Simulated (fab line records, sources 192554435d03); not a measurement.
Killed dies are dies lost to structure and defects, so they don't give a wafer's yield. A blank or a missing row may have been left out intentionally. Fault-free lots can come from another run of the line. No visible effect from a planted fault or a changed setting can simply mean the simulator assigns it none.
fab line records | flow n5_finfet
[record] lots = 9 | wafers = 26 | last_day = 18
route steps=1938 shown BEOL_M2@859 BEOL_M4@1111
lots with no fault: from the same line, run without faults
start_h: start of the lot's first displayed wafer, in hours after the record's first day | wait_h: how many hours have passed since the lot's step before this one | " repeats the value in the row above | L1.1+2: a row that stands for several wafers | - no value present, or no start provided | * or withheld: withheld | < > ~ a bound
route shown NAME@n: NAME is a module with steps in the file, n the number in the route of the first one | usual: mean and standard deviation over wafers with no fault | same: alike in all rows | chamber/n: place in a boat | sites: readings site by site | _std_site: how widely they spread, as a standard deviation | _edge_site: mean of outer sites minus mean of inner sites | radius_mm: how far each site lies from the wafer's centre | mask NAME#n: copy n | behind: the tool/chamber that last shaped the wafer | hold: why the lot went on hold/how many hours it stayed there/how the hold came to an end | device: whichever transistor did not switch (one of n, p or np) | end of line: tests of these same wafers at the route's end | for a step that has no rows: nothing shown but its recipe | killed: at the first sort, the dies lost to defects and structure; wafer yield is something else | map: shows each die of a wafer: x if killed, . if not, _ if none is there
set.NAME: the setting the step ran with; set.NAME@STEP: the setting that earlier step ran with | model.NAME: the simulator's own value behind a step, which no gauge read
the route's steps for a sample of lots (tables are steps, rows are wafers)
services: from which hour (start_h, from the record's first day; less than 0 if before it) a tool's chamber was out of use, for how many hours, and why
[[steps]]
[step N5_BEOL_M2_ETCH_63]
[recipe] chemistry = CF4 | target = SiARC | target_depth_a = 156 | mask_material = CAR-EUV | time_s = 26 | ion_energy_ev = 80 | pressure_mtorr = 40 | source_w = 545 | bias_w = 36 | Ar_flow_sccm = 100 | cf4_flow_sccm = 100 | ends = cleared
[usual] drypump_motor_current_A = 5.8/0.48 | etch_rf_on_time_s = 26.4/0.84 | oes_product_au = 0.64/0.067 | rf_vpp_V = 184.1/1.2 | showerhead_plenum_p_Torr = 2.14/0.064 | throttle_valve_pct = 15.74/0.24
lot.wafer | tool        | chamber | start_h | wait_h | drypump_motor_current_A | etch_rf_on_time_s | oes_product_au | rf_hours_counter_h | rf_vpp_V | showerhead_plenum_p_Torr | throttle_valve_pct
L844.3    | rie_diel-01 | 2       | 133.13  | 0.0    | 5.7                     | 26.0              | 0.66           | 157                | 185.1    | 2.22                     | 15.90
L844.4    | "           | 3       | "       | "      | 5.7                     | 26.0              | 0.66           | 155                | 183.0    | 2.13                     | 15.56
L844.6    | "           | 2       | "       | "      | 5.7                     | 26.0              | 0.66           | -                  | 185.0    | 2.22                     | 15.91
L850.4    | rie_diel-01 | 1       | 168.99  | 0.0    | 6.5                     | 25.6              | 0.59           | 247                | 185.1    | 2.18                     | 15.43
L850.5    | "           | 1       | "       | "      | 6.6                     | 25.5              | 0.60           | -                  | 186.6    | 2.18                     | 15.46
L850.6    | "           | 2       | "       | "      | 5.7                     | 26.4              | 0.64           | -                  | 184.6    | 2.21                     | 15.95
L853.1    | rie_diel-02 | 2       | 195.34  | 0.0    | 5.7                     | 27.4              | 0.66           | 103                | 184.6    | 2.17                     | 15.74
L853.4    | "           | 1       | "       | "      | 5.9                     | 27.0              | 0.62           | 144                | 183.7    | 2.04                     | 15.50
L853.6    | "           | 0       | "       | "      | 5.3                     | 25.6              | 0.62           | -                  | 183.4    | 2.13                     | 15.98
L859.1    | rie_diel-05 | 2       | 223.28  | 0.0    | 5.9                     | 25.8              | 0.60           | 219                | 183.0    | 2.11                     | 15.70
L859.5    | "           | 0       | "       | "      | 6.4                     | 27.3              | 0.62           | -                  | 183.9    | 2.08                     | 15.85
L859.6    | "           | 3       | "       | "      | 5.6                     | 27.1              | 0.57           | -                  | 183.3    | 2.20                     | 15.71
L862.1    | rie_diel-05 | 1       | 249.91  | 0.0    | 4.7                     | 27.2              | 0.56           | 233                | 184.3    | 2.19                     | 16.04
L862.2    | "           | 0       | "       | "      | 6.4                     | 27.2              | 0.62           | 187                | 181.5    | 2.08                     | 15.88
L862.3    | "           | 2       | "       | "      | 5.9                     | 26.2              | 0.59           | 228                | 183.4    | 2.11                     | 15.74
L866.3    | rie_diel-01 | 3       | 266.32  | 0.0    | 5.7                     | 26.0              | 0.63           | 203                | 183.9    | 2.11                     | 15.61
L866.5    | "           | 1       | "       | "      | 6.6                     | 25.2              | 0.76           | -                  | 186.1    | 2.17                     | 15.03
L866.6    | "           | 0       | "       | "      | 6.3                     | 25.1              | 0.82           | -                  | 184.8    | 2.28                     | 15.65
L864.3    | rie_diel-01 | 1       | 268.42  | 0.0    | 6.5                     | 25.1              | 0.75           | 30                 | 185.0    | 2.17                     | 15.04
L864.4    | "           | 2       | "       | "      | 5.7                     | 26.0              | 0.63           | 214                | 184.6    | 2.20                     | 16.04
L864.6    | "           | 0       | "       | "      | 6.3                     | 25.0              | 0.82           | -                  | 186.4    | 2.28                     | 15.65
L865.2    | rie_diel-02 | 1       | 268.51  | 0.0    | 5.8                     | 27.0              | 0.60           | 179                | 183.0    | 2.03                     | 15.59
L865.5    | "           | 2       | "       | "      | 5.8                     | 27.1              | 0.65           | -                  | 183.9    | 2.17                     | 15.78
L865.6    | "           | 0       | "       | "      | 5.3                     | 25.6              | 0.61           | -                  | 183.4    | 2.12                     | 16.04
L867.2    | rie_diel-01 | 3       | 280.34  | 0.0    | 5.8                     | 25.9              | 0.62           | 210                | 185.0    | 2.11                     | 15.68
L867.5    | "           | 2       | "       | "      | 5.7                     | 26.1              | 0.62           | -                  | 185.3    | 2.20                     | 16.04
[step N5_BEOL_M2_CD_MEAS_18]
[recipe] pitch_nm = 36 | target_cd_nm = 18
[usual] cd_nm = 17.9/0.41
lot.wafer | tool      | chamber | start_h | wait_h | cd_nm
L844.3    | cd_sem-01 | -       | 133.52  | 0.1    | 18.4
L844.4    | "         | -       | "       | "      | 18.0
L844.6    | "         | -       | "       | "      | 17.9
L850.4    | cd_sem-03 | -       | 169.51  | 0.1    | 18.7
L850.5    | "         | -       | "       | "      | 18.4
L850.6    | "         | -       | "       | "      | 18.2
L853.1    | cd_sem-03 | -       | 195.72  | 0.0    | 17.8
L853.4    | "         | -       | "       | "      | 18.4
L853.6    | "         | -       | "       | "      | 18.1
L859.1    | cd_sem-03 | -       | 223.67  | 0.0    | 17.6
L859.5    | "         | -       | "       | "      | 17.6
L859.6    | "         | -       | "       | "      | 17.5
L862.1    | cd_sem-03 | -       | 250.31  | 0.0    | 17.9
L862.2    | "         | -       | "       | "      | 18.0
L862.3    | "         | -       | "       | "      | 17.9
L866.3    | cd_sem-01 | -       | 267.07  | 0.1    | 17.5
L866.5    | "         | -       | "       | "      | 17.3
L866.6    | "         | -       | "       | "      | 18.2
L864.3    | cd_sem-01 | -       | 269.14  | 0.1    | 17.1
L864.4    | "         | -       | "       | "      | 18.1
L864.6    | "         | -       | "       | "      | 17.8
L865.2    | cd_sem-02 | -       | 269.16  | 0.1    | 17.9
L865.5    | "         | -       | "       | "      | 18.2
L865.6    | "         | -       | "       | "      | 17.7
L867.2    | cd_sem-02 | -       | 280.73  | 0.1    | 17.9
L867.5    | "         | -       | "       | "      | 17.9
[step N5_BEOL_M2_ETCHBACK_99]
[recipe] chemistry = CHF3 | target = SiO2 | target_depth_a = 50 | time_s = 10.4 | source_w = 215 | bias_w = 47 | Ar_flow_sccm = 200 | CHF3_flow_sccm = 12 | ion_energy_ev = 100 | pressure_mtorr = 30
[usual] drypump_motor_current_A = 5.8/0.42 | oes_product_au = 0.76/0.086 | rf_vpp_V = 241/7.8 | showerhead_plenum_p_Torr = 2.16/0.072 | throttle_valve_pct = 17.19/0.28
lot.wafer | tool        | chamber | start_h | wait_h | drypump_motor_current_A | oes_product_au | rf_hours_counter_h | rf_vpp_V | showerhead_plenum_p_Torr | throttle_valve_pct
L844.3    | rie_diel-01 | 0       | 136.17  | 1.4    | 6.3                     | 0.69           | 223                | 226      | 2.06                     | 17.60
L844.4    | "           | 2       | "       | "      | 5.7                     | 0.77           | -                  | 249      | 2.23                     | 17.39
L844.6    | "           | 0       | "       | "      | 6.3                     | 0.70           | -                  | 227      | 2.06                     | 17.58
L850.4    | rie_diel-01 | 2       | 180.27  | 9.9    | 5.7                     | 1.08           | -                  | 248      | 2.22                     | 17.40
L850.5    | "           | 0       | "       | "      | 6.3                     | 0.97           | -                  | 225      | 2.06                     | 17.66
L850.6    | "           | 3       | "       | "      | 5.7                     | 1.08           | -                  | 239      | 2.13                     | 17.10
L853.1    | rie_diel-01 | 2       | 198.71  | 1.7    | 5.7                     | 1.07           | 184                | 248      | 2.22                     | 17.43
L853.4    | "           | 0       | "       | "      | 6.3                     | 0.96           | 250                | 227      | 2.05                     | 17.67
L853.6    | "           | 1       | "       | "      | 6.6                     | 1.39           | -                  | 240      | 2.21                     | 16.52
L859.1    | rie_diel-05 | 3       | 234.54  | 10.0   | 5.6                     | 0.66           | 247                | 246      | 2.21                     | 17.12
L859.5    | "           | 2       | "       | "      | 5.9                     | 0.71           | -                  | 245      | 2.12                     | 17.14
L859.6    | "           | 1       | "       | "      | 4.7                     | 0.67           | -                  | 246      | 2.23                     | 17.58
L862.1    | rie_diel-02 | 0       | 252.34  | 1.4    | 5.3                     | 0.71           | 219                | 228      | 2.13                     | 17.44
L862.2    | "           | 1       | "       | "      | 5.8                     | 0.71           | 169                | 248      | 2.04                     | 17.01
L862.3    | "           | 2       | "       | "      | 5.7                     | 0.77           | 114                | 249      | 2.18                     | 17.20
L866.3    | rie_diel-01 | 2       | 275.85  | 7.3    | 5.7                     | 0.73           | 217                | 248      | 2.20                     | 17.48
L866.5    | "           | 0       | "       | "      | 6.3                     | 0.93           | -                  | 230      | 2.31                     | 17.27
L866.6    | "           | 3       | "       | "      | 5.8                     | 0.73           | -                  | 239      | 2.12                     | 17.15
L864.3    | rie_diel-02 | 2       | 276.25  | 4.9    | 5.7                     | 0.76           | 127                | 251      | 2.17                     | 17.23
L864.4    | "           | 0       | "       | "      | 5.3                     | 0.69           | -                  | 228      | 2.12                     | 17.45
L864.6    | "           | 1       | "       | "      | 5.8                     | 0.71           | -                  | 248      | 2.04                     | 17.05
L865.2    | rie_diel-01 | 0       | 276.35  | 4.9    | 6.2                     | 0.94           | 23                 | 228      | 2.31                     | 17.26
L865.5    | "           | 3       | "       | "      | 5.8                     | 0.73           | -                  | 238      | 2.12                     | 17.15
L865.6    | "           | 2       | "       | "      | 5.7                     | 0.72           | -                  | 248      | 2.20                     | 17.47
L867.2    | rie_diel-02 | 0       | 282.78  | 0.5    | 5.3                     | 0.69           | 235                | 227      | 2.12                     | 17.47
L867.5    | "           | 2       | "       | "      | 5.8                     | 0.76           | -                  | 249      | 2.17                     | 17.23
[step N5_BEOL_M2_ETCH_70]
[recipe] chemistry = N2/H2 | target = SOC | target_depth_a = 800 | overetch_a = 240 | mask_material = SiARC | temp_c = 40 | time_s = 130 | ion_energy_ev = 200 | pressure_mtorr = 30 | source_w = 840 | bias_w = 150 | n2_flow_sccm = 200 | h2_flow_sccm = 200
[usual] drypump_motor_current_A = 5.8/0.43 | h2_flow_sccm = 200.0/0.6 | oes_product_au = 0.56/0.058 | rf_vpp_V = 524.1/2.3 | showerhead_plenum_p_Torr = 2.56/0.08 | throttle_valve_pct = 17.98/0.28
lot.wafer | tool        | chamber | start_h | wait_h | drypump_motor_current_A | h2_flow_sccm | oes_product_au | rf_hours_counter_h | rf_vpp_V | showerhead_plenum_p_Torr | throttle_valve_pct
L844.3    | rie_diel-01 | 0       | 136.21  | 0.0    | 6.3                     | 199.5        | 0.51           | 223                | 521.3    | 2.41                     | 18.22
L844.4    | "           | 2       | "       | "      | 5.7                     | 200.5        | 0.57           | -                  | 526.8    | 2.65                     | 18.21
L844.6    | "           | 0       | "       | "      | 6.3                     | 199.4        | 0.51           | -                  | 519.8    | 2.41                     | 18.22
L850.4    | rie_diel-01 | 2       | 180.33  | 0.0    | 5.7                     | 199.5        | 0.56           | -                  | 526.4    | 2.64                     | 18.23
L850.5    | "           | 0       | "       | "      | 6.3                     | 199.8        | 0.50           | -                  | 519.7    | 2.41                     | 18.25
L850.6    | "           | 3       | "       | "      | 5.8                     | 200.0        | 0.56           | -                  | 523.2    | 2.53                     | 17.88
L853.1    | rie_diel-01 | 2       | 198.75  | 0.0    | 5.7                     | 201.3        | 0.56           | 184                | 527.3    | 2.64                     | 18.26
L853.4    | "           | 0       | "       | "      | 6.3                     | 199.2        | 0.50           | 250                | 519.9    | 2.40                     | 18.26
L853.6    | "           | 1       | "       | "      | 6.6                     | 200.1        | 0.70           | -                  | 526.4    | 2.63                     | 17.35
L859.1    | rie_diel-05 | 3       | 234.58  | 0.0    | 5.7                     | 200.7        | 0.50           | 247                | 526.6    | 2.61                     | 17.79
L859.5    | "           | 2       | "       | "      | 5.8                     | 200.9        | 0.52           | -                  | 523.0    | 2.49                     | 17.59
L859.6    | "           | 1       | "       | "      | 4.7                     | 199.4        | 0.50           | -                  | 526.5    | 2.61                     | 18.32
L862.1    | rie_diel-02 | 0       | 252.37  | 0.0    | 5.3                     | 201.1        | 0.52           | 219                | 523.3    | 2.53                     | 18.38
L862.2    | "           | 1       | "       | "      | 5.9                     | 201.0        | 0.53           | 170                | 522.3    | 2.46                     | 18.11
L862.3    | "           | 2       | "       | "      | 5.8                     | 200.0        | 0.58           | 114                | 523.5    | 2.57                     | 17.93
L866.3    | rie_diel-01 | 2       | 275.89  | 0.0    | 5.7                     | 199.6        | 0.54           | 217                | 526.7    | 2.62                     | 18.29
L866.5    | "           | 0       | "       | "      | 6.3                     | 199.5        | 0.68           | -                  | 527.1    | 2.71                     | 17.91
L866.6    | "           | 3       | "       | "      | 5.7                     | 199.7        | 0.53           | -                  | 523.4    | 2.52                     | 17.94
L864.3    | rie_diel-02 | 2       | 276.29  | 0.0    | 5.7                     | 198.8        | 0.57           | 127                | 525.5    | 2.57                     | 17.93
L864.4    | "           | 0       | "       | "      | 5.3                     | 200.0        | 0.52           | -                  | 522.6    | 2.52                     | 18.40
L864.6    | "           | 1       | "       | "      | 5.9                     | 199.6        | 0.53           | -                  | 520.6    | 2.46                     | 18.12
L865.2    | rie_diel-01 | 0       | 276.38  | 0.0    | 6.3                     | 200.4        | 0.68           | 23                 | 529.0    | 2.71                     | 17.91
L865.5    | "           | 3       | "       | "      | 5.8                     | 198.9        | 0.54           | -                  | 523.2    | 2.52                     | 17.95
L865.6    | "           | 2       | "       | "      | 5.7                     | 199.5        | 0.54           | -                  | 525.3    | 2.62                     | 18.30
L867.2    | rie_diel-02 | 0       | 282.82  | 0.0    | 5.3                     | 200.0        | 0.52           | 235                | 523.6    | 2.52                     | 18.41
L867.5    | "           | 2       | "       | "      | 5.8                     | 200.2        | 0.56           | -                  | 524.5    | 2.57                     | 17.95
[step N5_BEOL_M4_RC_MEAS_101]
[usual] DIBL_N = 36.0/2.5 | DIBL_P = 36.2/3 | IOFF_N = 0.16/0.044 | IOFF_P = 0.21/0.049 | ION_N = 671/15 | ION_P = 461/8.7 | SS_N = 71.5/0.72 | SS_P = 73.4/0.9 | VT_N = 251/4.4 | VT_P = -250/4
lot.wafer | tool      | chamber | start_h | wait_h | DIBL_N[mV/V] | DIBL_P[mV/V] | IOFF_N[nA/um] | IOFF_P[nA/um] | ION_N[uA/um] | ION_P[uA/um] | SS_N[mV/dec] | SS_P[mV/dec] | VT_N[mV] | VT_P[mV]
L844.3    | prober-01 | 0       | 180.36  | 0.3    | 34.7         | 33.8         | 0.13          | 0.20          | 653          | 456          | 71.5         | 72.0         | 255      | -250
L844.4    | "         | 0       | "       | "      | 36.7         | 36.3         | 0.16          | 0.24          | 672          | 469          | 71.4         | 73.8         | 249      | -243
L844.6    | "         | 0       | "       | "      | 33.9         | 32.7         | 0.12          | 0.19          | 667          | 468          | 71.0         | 72.1         | 252      | -246
L850.4    | prober-01 | 0       | 219.58  | 0.5    | 36.4         | 36.8         | 0.15          | 0.20          | 678          | 464          | 71.5         | 73.5         | 252      | -251
L850.5    | "         | 0       | "       | "      | 34.6         | 33.4         | 0.11          | 0.16          | 653          | 452          | 70.4         | 72.5         | 255      | -253
L850.6    | "         | 0       | "       | "      | 35.0         | 35.4         | 0.12          | 0.20          | 669          | 468          | 71.6         | 72.8         | 255      | -252
L853.1    | prober-01 | 0       | 233.36  | 0.0    | 34.2         | 34.9         | 0.13          | 0.20          | 657          | 457          | 71.5         | 72.8         | 252      | -252
L853.4    | "         | 0       | "       | "      | 34.1         | 35.2         | 0.14          | 0.20          | 672          | 464          | 70.9         | 73.4         | 250      | -248
L853.6    | "         | 0       | "       | "      | 37.7         | 39.4         | 0.21          | 0.29          | 699          | 482          | 72.3         | 73.4         | 245      | -246
L859.1    | prober-02 | 0       | 275.70  | 0.0    | 34.1         | 35.5         | 0.13          | 0.21          | 669          | 466          | 71.0         | 73.4         | 251      | -248
L859.5    | "         | 0       | "       | "      | 37.7         | 38.3         | 0.21          | 0.25          | 676          | 466          | 72.5         | 74.1         | 247      | -247
L859.6    | "         | 0       | "       | "      | 34.2         | 35.0         | 0.14          | 0.20          | 667          | 466          | 71.3         | 73.2         | 249      | -252
L862.1    | prober-01 | 0       | 285.81  | 0.0    | 35.9         | 37.7         | 0.18          | 0.26          | 676          | 469          | 71.0         | 73.7         | 248      | -244
L862.2    | "         | 0       | "       | "      | 34.4         | 35.8         | 0.14          | 0.22          | 655          | 460          | 70.9         | 73.8         | 255      | -248
L862.3    | "         | 0       | "       | "      | 36.0         | 37.3         | 0.18          | 0.24          | 677          | 469          | 72.3         | 73.8         | 248      | -247
L864.3    | prober-02 | 0       | 306.95  | 0.3    | 36.2         | 37.6         | 0.16          | 0.25          | 674          | 477          | 71.6         | 73.7         | 250      | -247
L864.4    | "         | 0       | "       | "      | 33.7         | 33.4         | 0.11          | 0.17          | 657          | 453          | 71.6         | 72.2         | 256      | -254
L864.6    | "         | 0       | "       | "      | 39.4         | 39.8         | 0.22          | 0.28          | 694          | 471          | 73.2         | 73.9         | 243      | -246
L866.3    | prober-01 | 0       | 308.65  | 0.3    | 40.1         | 40.6         | 0.25          | 0.31          | 689          | 470          | 73.0         | 74.3         | 245      | -242
L866.5    | "         | 0       | "       | "      | 36.2         | 35.1         | 0.13          | 0.19          | 651          | 453          | 71.1         | 73.0         | 255      | -252
L866.6    | "         | 0       | "       | "      | 37.9         | 37.6         | 0.19          | 0.25          | 675          | 463          | 71.8         | 73.6         | 246      | -246
L865.2    | prober-01 | 0       | 309.42  | 0.6    | 36.4         | 36.3         | 0.17          | 0.25          | 678          | 473          | 72.1         | 73.6         | 251      | -248
L865.5    | "         | 0       | "       | "      | 39.7         | 40.5         | 0.26          | 0.34          | 698          | 475          | 72.2         | 74.3         | 242      | -244
L865.6    | "         | 0       | "       | "      | 34.3         | 32.5         | 0.13          | 0.18          | 672          | 460          | 70.5         | 72.5         | 251      | -249
L867.2    | prober-02 | 0       | 318.85  | 0.2    | 37.1         | 38.2         | 0.17          | 0.21          | 685          | 470          | 71.1         | 74.5         | 253      | -253
L867.5    | "         | 0       | "       | "      | 34.0         | 34.5         | 0.12          | 0.16          | 675          | 460          | 70.8         | 73.5         | 252      | -258
[[services]]
tool        | chamber | start_h | hours | kind
rie_diel-05 | 3       | 132.65  | 7.5   | repair
rie_diel-01 | 1       | 135.00  | 12.9  | repair
rie_diel-01 | 1       | 177.02  | -     | clean
rie_diel-01 | 1       | 177.02  | -     | consumable_replace:esc
rie_diel-01 | 1       | 177.02  | -     | consumable_replace:focus_ring
rie_diel-02 | -       | 195.71  | 3.6   | repair
rie_diel-01 | 0       | 199.26  | -     | clean
rie_diel-01 | 0       | 199.26  | -     | consumable_replace:focus_ring
rie_diel-01 | 0       | 199.26  | -     | consumable_replace:showerhead
rie_diel-01 | 0       | 199.26  | 18.1  | scheduled_down
rie_diel-01 | 0       | 199.26  | 18.1  | vent_cycle
rie_diel-05 | 0       | 203.48  | 8.1   | repair
rie_diel-02 | 2       | 205.00  | 27.5  | repair
rie_diel-02 | 0       | 226.35  | 10.5  | repair
rie_diel-02 | 3       | 241.86  | 46.0  | repair
rie_diel-05 | 3       | 243.39  | -     | clean
rie_diel-05 | 3       | 243.39  | -     | consumable_replace:focus_ring
rie_diel-05 | 3       | 243.39  | 13.8  | scheduled_down
rie_diel-05 | 3       | 243.39  | 13.8  | vent_cycle
rie_diel-05 | -       | 266.00  | 4.0   | pm
[[key]]
[first_sign] step = N5_BEOL_M2_ETCHBACK_99 | reading = oes_product_au | direction = up | sigmas = 3.8 | usual = 0.76 | struck = 1.09
effect none on later readings
met_at N5_BEOL_M2_ETCHBACK_99
struck_lots L850,L853
not_acting_at N5_BEOL_M2_ETCH_63,N5_BEOL_M2_CD_MEAS_18,N5_BEOL_M2_ETCH_70
onset_between 136.17 180.27
[fault] kind = process_parameter_drift | tool = rie_diel-01 | chamber = - | onset_h = 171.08 | steps = N5_BEOL_M2_ETCHBACK_99 | channel = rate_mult | offset = 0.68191 | shape = step | end_h = 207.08
